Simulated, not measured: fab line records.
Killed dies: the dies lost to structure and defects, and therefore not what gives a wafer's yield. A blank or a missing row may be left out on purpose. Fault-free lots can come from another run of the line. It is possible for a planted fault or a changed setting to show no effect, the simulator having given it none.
A lot that was struck, set against a sound lot :: flow n5 finfet :: 16 out of 1938 route steps
Sound: wafers L553.1, L553.2, L553.3. Wafers struck: L557.2, L557.4, L557.5. The cause is named last.
For every step that has rows: the tool of each side, followed by ch and its chambers, followed by its first start. Under that, the readings that differ: sound wafers :: struck wafers :: difference of the means :: sigmas: that difference in standard deviations of wafers without a fault.
alike: a reading whose means differ by less than 2 such deviations, as well as words and numbers matching on both sides. not compared: withheld readings; readings where some wafer has no value; bounds like >300 that might hide an equal value; numbers whose values overlap and for which the record gives no deviation.
The two part at a step that has a row with sigmas, a row that says differs or no value, or rows on one side only. Non-overlapping numbers with no deviation appear without sigmas and do not part them. Lack of a reading on every wafer of one side parts them only where that side has two or more wafers.

N5_GATE_CUT_OVL_MEAS_14:
  sound on overlay-01 ch 0, day 5 11:08; struck on overlay-02 ch 0, day 6 14:14
  alike: GATE_CUT_OVL
N5_GATE_CUT_INSPECT_15: inspects for defects (brightfield).
  sound: defect inspect-01 at day 5 11:12; struck: defect inspect-02 at day 6 14:17
  alike: raw defect count
N5_GATE_CUT_DESCUM_18: chemistry O2, time 7 s.
  sound on rie diel-03 ch 0,1,2, day 5 11:14; struck on rie diel-01 ch 1,2,3, day 6 14:27
  alike: drypump motor current A, oes product au, rf vpp V, showerhead plenum p Torr, throttle valve pct
  not compared: rf hours counter h
then, 5 steps without rows for these wafers: N5_GATE_CUT_ETCH_28 (etches underlayer in N2/H2, target depth 13 nm, time 10.4 s); N5_GATE_CUT_ETCH_36 (etches SiARC in CF4, target depth 13 nm, time 21.7 s); N5_GATE_CUT_ETCH_37 (etches SOC in N2/H2, target depth 60 nm, overetch 12 nm, time 90 s); N5_GATE_CUT_STRIP_38 (strips in N2/H2); N5_GATE_CUT_STRIP_39 (strips in N2/H2).
N5_GATE_CUT_HM_OPEN_40: chemistry C4F6/O2, target SiO2, target depth 139 nm, time 85.1 s.
  sound on rie diel-03 ch 0,1,2, day 5 11:24; struck on rie diel-01 ch 1,2,3, day 6 14:37
  alike: drypump motor current A, etch rf on time s, oes product au, rf vpp V, showerhead plenum p Torr, throttle valve pct
  not compared: rf hours counter h
N5_GATE_CUT_STRIP_41: strips in CF4.
  sound on rie diel-03 ch 0,1,2, day 5 11:28; struck on rie diel-01 ch 1,2,3, day 6 14:41
  alike: drypump motor current A, oes product au, rf vpp V, showerhead plenum p Torr, throttle valve pct
  not compared: rf hours counter h
N5_GATE_CUT_STRIP_42: strips in O2.
  sound on rie diel-03 ch 0,1,2, day 5 11:29; struck on rie diel-01 ch 1,2,3, day 6 14:42
  alike: drypump motor current A, oes product au, rf vpp V, showerhead plenum p Torr, throttle valve pct
  not compared: rf hours counter h
then, 1 step without rows for these wafers: N5_GATE_CUT_ETCH_19 (etches SiNx in CH3F/O2, target depth 53.7 nm, time 76.7 s).
N5_GATE_CUT_CUT_ETCH_53: etches W in SF6/Cl2, target depth 79.2 nm.
  sound on rie metal-03 ch 0,1, day 5 11:38; struck on rie metal-03 ch 0,1, day 6 14:50
reading: etch rf on time s (s)
sound: 26.6 26.3 26.3
struck: 33.8 33.4 33.9
difference: +7.3
sigmas: +19

reading: rf fwd power W (W)
sound: 881 876 880
struck: 669 668 665
difference: -212
sigmas: -60
  alike: drypump motor current A, oes product au, throttle valve pct
  not compared: rf hours counter h
N5_GATE_CUT_CUT_ETCH_54: etches TiN in Cl2/BCl3, target depth 96.7 nm.
  sound on rie metal-03 ch 0,1, day 5 11:41; struck on rie metal-03 ch 0,1, day 6 14:54
  alike: drypump motor current A, etch rf on time s, oes product au, rf fwd power W, throttle valve pct
  not compared: rf hours counter h
-- here the record skips 11 days between the struck wafers' starts before and after, leaving off in module GATE_CUT and picking up in module BEOL_M4 (first step shown: number 1111 of the route) --
N5_BEOL_M4_RC_MEAS_101:
  sound on prober-01 ch 0, day 10 21:55; struck on prober-02 ch 0, day 17 15:47
reading: IOFF_P (nA/um)
sound: 0.246 0.231 0.275
struck: 0.214 0.142 0.173
difference: -0.074
sigmas: -3

reading: VT_P (mV)
sound: -246.4 -248.9 -247.6
struck: -249.6 -256.8 -253.3
difference: -5.6
sigmas: -2
  alike: DIBL_N, DIBL_P, IOFF_N, ION_N, ION_P, SS_N, SS_P, VT_N
N5_PASSIVATION_PROBE_49:
  the record holds rows for the sound wafers here (prober-02, day 15 01:11) but none for the struck ones

== WHERE THEY PART ==
At N5_GATE_CUT_CUT_ETCH_53 first; at N5_PASSIVATION_PROBE_49 last (within this record only).

WHY: what the simulator had put in
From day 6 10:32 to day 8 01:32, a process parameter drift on rie metal-03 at N5_GATE_CUT_CUT_ETCH_53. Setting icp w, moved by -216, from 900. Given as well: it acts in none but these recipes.
